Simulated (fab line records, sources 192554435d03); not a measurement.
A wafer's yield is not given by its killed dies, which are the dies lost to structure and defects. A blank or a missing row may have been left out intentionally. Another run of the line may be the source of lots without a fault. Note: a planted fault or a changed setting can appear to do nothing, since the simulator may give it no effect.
Split-lot study    flow n5 finfet    21 wafers read across 7 lots, on a route 1938 steps long

== THE SPLIT ITSELF ==
At N5_BEOL_M2_ALD_98 (deposits SiO2, target thk 2.5 nm, pulse time 1 s, co reactant pulse time 1 s), the setting ald cycles was moved away from the recipe's 17 on 9 of the 21 wafers read, by -11.8% to +17.6%. All remaining wafers had this setting at the recipe value.

The reading comes from the split's own step.

== THE READING ==
SiO2_of_BEOL_M2_ALD_98.thk nm (the simulator's own value, which no gauge read), in nm, at N5_BEOL_M2_ALD_98 (deposits SiO2, target thk 2.5 nm, pulse time 1 s, co reactant pulse time 1 s). No usual value for it is given in the file. The 12 wafers here that ran the recipe average 2.5 nm, standard deviation 0.099 nm.

wafer   tool, chamber at the split  ald cycles as run  against the recipe  SiO2_of_BEOL_M2_ALD_98.thk nm, nm  against lot-mates on the recipe
L074.1  ald sin-04, 0,2             19                 +11.8%              2.8                                +0.2
L074.3  ald sin-04, 0,2             19                 +11.8%              2.8                                +0.2
L074.4  ald sin-04, 3               17                 recipe              2.6                                -
L077.1  ald sin-02, 3,2             18                 +5.9%               2.6                                +0.0
L077.2  ald sin-02, 3,2             18                 +5.9%               2.6                                +0.0
L077.4  ald sin-02, 0               17                 recipe              2.6                                -
L080.3  ald sin-03, 3,2             17                 recipe              2.4                                -
L080.5  ald sin-03, 3,2             17                 recipe              2.4                                -
L080.4  ald sin-03, 2               18                 +5.9%               2.6                                +0.2
L085.2  ald sin-02, 1,2             17                 recipe              2.6                                -
L085.3  ald sin-02, 1,2             17                 recipe              2.6                                -
L085.4  ald sin-02, 3               17                 recipe              2.4                                -
L092.1  ald sin-02, 0               17                 recipe              2.6                                -
L092.2  ald sin-02, 3               17                 recipe              2.4                                -
L092.4  ald sin-02, 2               19                 +11.8%              2.8                                +0.3
L093.1  ald sin-03, 2               17                 recipe              2.4                                -
L093.3  ald sin-03, 1,0             20                 +17.6%              3                                  +0.6
L093.4  ald sin-03, 1,0             20                 +17.6%              3                                  +0.6
L095.1  ald sin-02, 1               15                 -11.8%              2.2                                -0.4
L095.2  ald sin-02, 0               17                 recipe              2.6                                -
L095.5  ald sin-02, 0               17                 recipe              2.6                                -
Where a row lists several chambers, the file gives one row for several wafers and doesn't say which wafer went through which chamber.

FIT RESULTS
A straight line over all 21 wafers: SiO2_of_BEOL_M2_ALD_98.thk nm changes by +0.0258 nm for each +1% of ald cycles; r = +0.91; the points scatter about the line by 0.083 nm.
The same after taking each lot's own level away (the mean of its wafers on the recipe; 21 wafers): +0.0291 nm for each +1%; r = +0.92; scatter 0.09 nm.
The reading moves by 0.51 nm for the largest change in ald cycles, on that fit.
The lots' own levels span 2.40 to 2.60 nm, that is 2.0 times the standard deviation above.
So the lot-to-lot level changes the slope: the two fits differ.
Check: +0.452 nm against its lot-mates is what the line predicts for one of the wafers moved furthest among these (+17.6%) when that wafer is left out of the fit. Against them it came out at +0.6 nm.

== FURTHER SPLITS ON THESE WAFERS ==
Other splits were also applied to these wafers ahead of the reading. Each is held against what the fit with the lots' levels taken away leaves over:
other split on the same wafers    wafers away from the commonest value  r with SiO2_of_BEOL_M2_ALD_98.thk nm (lot level and that fit taken away)
N5_BEOL_M1_TRENCH_ETCH_37 time s  6                                     +0.12

== THE FILE'S OWN FIT ==
SiO2_of_BEOL_M2_ALD_98.thk nm changes by +0.0281 nm for each +1% of ald cycles, r = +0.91.
